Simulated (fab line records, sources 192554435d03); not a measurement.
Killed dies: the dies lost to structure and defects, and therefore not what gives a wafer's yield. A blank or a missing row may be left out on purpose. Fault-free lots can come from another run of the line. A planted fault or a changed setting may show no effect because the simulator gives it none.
One fault through the eyes of 2 desks + flow n5_finfet + each desk has only its own numbers; what lay behind them comes last

## METROLOGY DESK
Lot by lot, what the gauges showed, no matter which tool ran the lot: averages of those sampled wafers that carry a number. Marked OUT: a lot whose mean sits more than 4 standard deviations from the usual mean, which makes it out of limits; the brackets give that distance. Shown are 7 of the 11 readings it has, namely the first that went out of limits plus those furthest out on some lot.
Columns: A = thk_nm at N5_BEOL_M0_SAQP_THK_MEAS_05, usual 59.7 nm; B = DIBL_N at N5_BEOL_M4_RC_MEAS_101, usual 36.5 mV/V; C = IOFF_N at N5_BEOL_M4_RC_MEAS_101, usual 0.17 nA/um; D = ION_N at N5_BEOL_M4_RC_MEAS_101, usual 676 uA/um; E = SS_N at N5_BEOL_M4_RC_MEAS_101, usual 71.5 mV/dec; F = VT_N at N5_BEOL_M4_RC_MEAS_101, usual 249 mV; G = VT_P at N5_BEOL_M4_RC_MEAS_101, usual -250 mV
| lot  | first seen here | A               | B    | C    | D   | E    | F   | G    |
|------|-----------------|-----------------|------|------|-----|------|-----|------|
| L706 | day 6 01:06     | 60.1            | 35.2 | 0.14 | 675 | 71.7 | 250 | -257 |
| L707 | day 6 04:31     | 60.0            | 37.9 | 0.17 | 682 | 72.2 | 251 | -248 |
| L709 | day 6 20:37     | 59.8            | 38.8 | 0.18 | 675 | 72.2 | 248 | -245 |
| L716 | day 8 17:50     | 63.1 (+4.5) OUT | 39.4 | 0.25 | 694 | 72.7 | 244 | -249 |
| L717 | day 8 23:04     | 63.5 (+5.0) OUT | 37.5 | 0.18 | 682 | 72.3 | 248 | -252 |
| L718 | day 9 05:51     | 62.9 (+4.2) OUT | 37.3 | 0.17 | 680 | 71.4 | 250 | -256 |
| L723 | day 10 06:37    | 59.4            | 35.4 | 0.15 | 672 | 71.5 | 252 | -248 |
| L725 | day 10 18:44    | 60.1            | 35.3 | 0.13 | 667 | 71.2 | 251 | -255 |
| L726 | day 10 23:13    | 60.0            | 36.9 | 0.15 | 665 | 71.4 | 250 | -251 |
This desk finds L716, L717, L718 out of limits, L716 being first, at day 8 17:50 (thk_nm at N5_BEOL_M0_SAQP_THK_MEAS_05). L706, L707, L709, L723, L725, L726: within limits.

## DESK OF THE TOOL OWNER: pecvd-02
The tool's own readings at N5_BEOL_M0_SAQP_PECVD_04 (deposits a-Si from SiH4/He, target thk 60 nm, time 60.2 s): means of the sampled wafers that have a number, for each lot that ran on this tool. Marked OUT: a lot whose mean sits more than 4 standard deviations from the usual mean, which makes it out of limits; the brackets give that distance.
Columns: A = heater_power_w at N5_BEOL_M0_SAQP_PECVD_04, usual 595 W; B = showerhead_plenum_p_Torr at N5_BEOL_M0_SAQP_PECVD_04, usual 5.65 Torr; C = throttle_valve_pct at N5_BEOL_M0_SAQP_PECVD_04, usual 18.0 %
| lot  | first seen here | A   | B    | C    |
|------|-----------------|-----|------|------|
| L709 | day 6 20:31     | 565 | 5.63 | 17.1 |
| L716 | day 8 17:44     | 614 | 5.67 | 17.2 |
| L717 | day 8 22:58     | 592 | 5.63 | 17.8 |
| L718 | day 9 05:44     | 595 | 5.64 | 17.2 |
This desk's verdict: no lot among the 4 shows anything out of limits.

## PUT TOGETHER
L716, L717, L718 would have let the metrology desk raise an alarm at day 8 17:50.
The tool owner's desk saw nothing out of limits.
Tool owner's desk: L716, L717, L718 on record, inside its limits.
The lots listed all ran N5_BEOL_M0_SAQP_PECVD_04 on pecvd-02.

## WHAT THE SIMULATOR PUT IN
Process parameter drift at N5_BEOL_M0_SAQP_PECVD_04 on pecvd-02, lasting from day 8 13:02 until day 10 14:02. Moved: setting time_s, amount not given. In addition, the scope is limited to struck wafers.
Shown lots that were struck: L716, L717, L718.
Time in hours between the start of the fault and the first out-of-limits reading at each desk: metrology desk, 5.
